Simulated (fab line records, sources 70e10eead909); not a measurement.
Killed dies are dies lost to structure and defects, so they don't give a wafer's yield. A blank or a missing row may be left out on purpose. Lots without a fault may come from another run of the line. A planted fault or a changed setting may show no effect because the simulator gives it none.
Which tool did it? | flow nand_harc | 7 lots, 21 wafers sampled, at 1 step of a route of 1302

WHAT THE GAUGES READ, wafer by wafer
NHARC_P_M2_INSPECT_27.
lot  | measured     | on                | raw_defect_count
L276 | day 6 21:16  | defect_inspect-02 | 252 402 524
L278 | day 7 17:56  | defect_inspect-01 | 576 267 284
L280 | day 8 17:19  | defect_inspect-01 | 328 412 398
L283 | day 9 22:44  | defect_inspect-02 | 585 323 491
L285 | day 10 23:18 | defect_inspect-02 | 181 275 149
L296 | day 15 09:29 | defect_inspect-01 | 211 207 289
L298 | day 16 03:56 | defect_inspect-02 | 483 288 282

WHICH TOOL RAN EACH LOT (tool, then ch and the chambers of the sampled wafers, then the start)
The record holds no process step before these readings.

THE ANSWER, worked out from the rows above alone
Rule: what is usual is taken from the lots themselves. Put in order of their means at a reading, lots are off if they are a third of the lots or fewer, leave a main group of 4 or more, and stand apart from it by a gap of 3 or more times the standard deviation of the main group's means; of several such gaps the widest counts. A main group whose means are all the same, to the digits that the tables above print for the reading, isn't used. A lot without any number at a reading at which 4 lots or more have one is off too. The other lots that the step has rows for count as sound.
No lot is off at any reading shown: from this, nothing can be told.

WHAT THE SIMULATOR HAD PUT IN
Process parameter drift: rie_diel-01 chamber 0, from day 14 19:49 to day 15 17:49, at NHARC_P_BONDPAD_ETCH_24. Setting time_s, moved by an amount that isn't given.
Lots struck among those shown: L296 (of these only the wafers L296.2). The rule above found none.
